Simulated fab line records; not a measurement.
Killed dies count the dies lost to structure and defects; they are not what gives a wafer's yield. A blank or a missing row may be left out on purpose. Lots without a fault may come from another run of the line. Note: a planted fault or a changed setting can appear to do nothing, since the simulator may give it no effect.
Which tool is to blame?	flow nand-harc	12 lots with 36 wafers sampled at 3 steps, on a route of 1302 steps

WHAT THE GAUGES READ, wafer by wafer
NHARC_A_ONON_D1_THK_MEAS_11: measures by ellipsometry.
lot	measured	on	thk-nm (nm)
L075	day 8 07:43	film-metro-02	994 995 993
L077	day 9 04:20	film-metro-02	1022 1023 1022
L078	day 10 06:56	film-metro-02	987 986 986
L081	day 11 05:18	film-metro-01	1008 1010 1008
L083	day 11 20:21	film-metro-01	981 979 980
L085	day 12 12:34	film-metro-01	1008 1007 1006
L087	day 13 06:56	film-metro-01	1006 1007 1006
L089	day 13 21:55	film-metro-01	1004 1005 1002
L091	day 14 18:55	film-metro-02	999 999 999
L093	day 15 10:40	film-metro-02	1007 1007 1008
L095	day 16 23:15	film-metro-01	998 998 997
L097	day 17 11:41	film-metro-01	1003 1005 1005

WHICH TOOL RAN EACH LOT (tool, then ch and the chambers of the sampled wafers, then the start)
lot	NHARC_P_BONDPAD_ETCH_12	NHARC_P_BONDPAD_ANNEAL_28
L075	rie-diel-02 ch 2,3, day 7 05:56 or earlier	rtp-anneal-02 ch 0, day 7 05:56
L077	rie-diel-11 ch 1,2, day 8 00:17 or earlier	rtp-anneal-02 ch 0, day 8 00:17
L078	rie-diel-11 ch 0,2,3, day 9 05:29 or earlier	rtp-anneal-01 ch 0, day 9 05:29
L081	rie-diel-06 ch 2,3, day 10 03:29 or earlier	rtp-anneal-02 ch 0, day 10 03:29
L083	rie-diel-06 ch 2,3, day 10 18:34 or earlier	rtp-anneal-01 ch 0, day 10 18:34
L085	rie-diel-02 ch 0,1,3, day 11 10:26 or earlier	rtp-anneal-01 ch 0, day 11 10:26
L087	rie-diel-02 ch 0,1,2, day 11 23:44 or earlier	rtp-anneal-02 ch 0, day 11 23:44
L089	rie-diel-06 ch 0,1,3, day 12 20:25 or earlier	rtp-anneal-02 ch 0, day 12 20:25
L091	rie-diel-02 ch 0,1,3, day 13 14:34 or earlier	rtp-anneal-01 ch 0, day 13 14:34
L093	rie-diel-02 ch 0,1,2, day 14 10:56 or earlier	rtp-anneal-02 ch 0, day 14 10:56
L095	rie-diel-06 ch 0,1,3, day 15 21:17 or earlier	rtp-anneal-01 ch 0, day 15 21:17
L097	rie-diel-11 ch 0,1, day 16 08:20 or earlier	rtp-anneal-02 ch 0, day 16 08:20
- NHARC_P_BONDPAD_ETCH_12: etches the open film in CHF3/O2, target depth 200 nm, time 100 s.
- NHARC_P_BONDPAD_ANNEAL_28: time 90 s.

THE ANSWER, worked out from the rows above alone
Rule: the lots themselves supply what counts as usual. Put in order of their means at a reading, lots are off if they are a third of the lots or fewer, leave a main group of 4 or more, and stand apart from it by a gap of 3 or more times the standard deviation of the main group's means; of several such gaps the widest counts. If all means in a main group match to the digits the tables above print for the reading, that group is not used. A lot without any number at a reading at which 4 lots or more have one is off too. The other lots that the step has rows for count as sound.
None of the lots is off at any reading shown; this tells nothing.

WHAT THE SIMULATOR HAD INSERTED
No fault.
